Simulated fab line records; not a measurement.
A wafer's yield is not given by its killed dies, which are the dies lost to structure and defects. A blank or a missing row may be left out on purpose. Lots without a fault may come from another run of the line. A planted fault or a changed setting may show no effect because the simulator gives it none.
A struck lot beside a sound one -- flow nand-harc -- 25 out of 1302 route steps
Sound: the wafers L571.4, L571.5, L571.6. Struck: wafers L580.3, L580.4, L580.6. The cause is named last.
For every step that has rows: the tool of each side, followed by ch and its chambers, followed by its first start. Under that, the readings that differ: sound wafers -- struck wafers -- difference of the means -- sigmas: that difference in standard deviations of wafers without a fault.
alike: a reading whose means differ by less than 2 such deviations, as well as words and numbers matching on both sides. not compared: withheld readings; readings where some wafer has no value; bounds like >300 that might hide an equal value; numbers whose values overlap and for which the record gives no deviation.
Wherever a step has rows on one side only, a row that says differs or no value, or a row with sigmas, the two part there. Non-overlapping numbers with no deviation appear without sigmas and do not part them. A reading that every wafer of one side lacks parts them only if that side has two wafers or more.

NHARC_P_ZERO_WELL_CD_MEAS_37 targets a cd of 720 nm.
  sound on cd-sem-02 ch 0, day 3 06:11; struck on cd-sem-01 ch 0, day 7 00:16
  alike: cd-nm
then, 1 step without rows for these wafers: NHARC_P_ZERO_WELL_HARDBAKE_38 (time 80 s).
NHARC_P_ZERO_WELL_DESCUM_39: chemistry O2, time 3 s.
  sound on rie-diel-02 ch 2,3, day 3 06:21; struck on rie-diel-03 ch 0,1,2, day 7 01:26
  alike: drypump-motor-current-A, oes-product-au, rf-vpp-V, showerhead-plenum-p-Torr, throttle-valve-pct
  not compared: rf-hours-counter-h
then, 9 steps without rows for these wafers: NHARC_P_ZERO_WELL_IMPLANT_40; NHARC_P_ZERO_WELL_IMPLANT_59; NHARC_P_ZERO_WELL_IMPLANT_60; NHARC_P_ZERO_WELL_STRIP_41 (strips in SPM, time 840 s); NHARC_P_ZERO_WELL_DEHYDRATE_44 (time 120 s); NHARC_P_ZERO_WELL_HMDS_45 (time 30 s); NHARC_P_ZERO_WELL_COAT_46; NHARC_P_ZERO_WELL_SOFTBAKE_47 (time 95 s); NHARC_P_ZERO_WELL_EBR_48.
NHARC_P_ZERO_WELL_EXPOSE_49: exposes mask P HVPW, target cd 2000 nm.
  struck on krf-scanner-02, day 7 02:46; sound on krf-scanner-02 ch 0, day 3 07:41
  no value came back on the struck wafers for exposure-dose-mJ-cm2, focus-offset-nm (nm); on the sound wafers exposure-dose-mJ-cm2 reads 22.600 22.621 22.582
  alike: mask
then, 2 steps without rows for these wafers: NHARC_P_ZERO_WELL_PEB_50 (peb time 85 s); NHARC_P_ZERO_WELL_DEVELOP_51 (time 70 s).
NHARC_P_ZERO_WELL_CD_MEAS_52 targets a cd of 2000 nm.
  sound on cd-sem-01 ch 0, day 3 07:50; struck on cd-sem-01 ch 0, day 7 02:55
reading,sound,struck,difference,sigmas
cd-nm (nm),2000.4 1998.7 2002.3,- - -,no value on the struck wafers,
then, 1 step without rows for these wafers: NHARC_P_ZERO_WELL_HARDBAKE_53 (time 80 s).
NHARC_P_ZERO_WELL_DESCUM_54: chemistry O2, time 3 s.
  sound on rie-diel-11 ch 2,3, day 3 07:59; struck on rie-diel-11 ch 1,3, day 7 03:07
reading,sound,struck,difference,sigmas
model.P_ZERO_WELL.cd-nm (nm),2000 1998 2002,717.9 720.6 718.4,-1281.0,
  alike: drypump-motor-current-A, oes-product-au, rf-vpp-V, showerhead-plenum-p-Torr, throttle-valve-pct
  not compared: rf-hours-counter-h
then, 5 steps without rows for these wafers: NHARC_P_ZERO_WELL_IMPLANT_55; NHARC_P_ZERO_WELL_IMPLANT_61; NHARC_P_ZERO_WELL_STRIP_56 (strips in SPM, time 840 s); NHARC_P_ZERO_WELL_PRECLEAN_68 (cleans in SC1, time 60 s); NHARC_P_ZERO_WELL_SRD_69.
NHARC_P_ZERO_WELL_RTA_42: time 300 s.
  sound on rtp-anneal-01 ch 0, day 3 09:33; struck on rtp-anneal-02 ch 0, day 7 04:18
reading,sound,struck,difference,sigmas
lamp-power-pct (%),42 42 42,30 30 30,-12,-2
lamp_zone_2_pct (%),42 42 42,30 30 30,-12,-2
wafer_temp_C_max,1107.4 1107.3 1109.4,1105.2 1104.0 1103.4,-3.8,-3
NHARC_P_ZERO_WELL_INSPECT_43:
  sound: defect-inspect-02 at day 3 09:54; struck: defect-inspect-02 at day 7 04:47
reading,sound,struck,difference,sigmas
raw-defect-count,17 11 11,1119 1061 1096,+1079,+99 or more

## WHERE THEY PART
Earliest at NHARC_P_ZERO_WELL_EXPOSE_49; latest, in this record, at NHARC_P_ZERO_WELL_INSPECT_43.

WHY: what the simulator had put in
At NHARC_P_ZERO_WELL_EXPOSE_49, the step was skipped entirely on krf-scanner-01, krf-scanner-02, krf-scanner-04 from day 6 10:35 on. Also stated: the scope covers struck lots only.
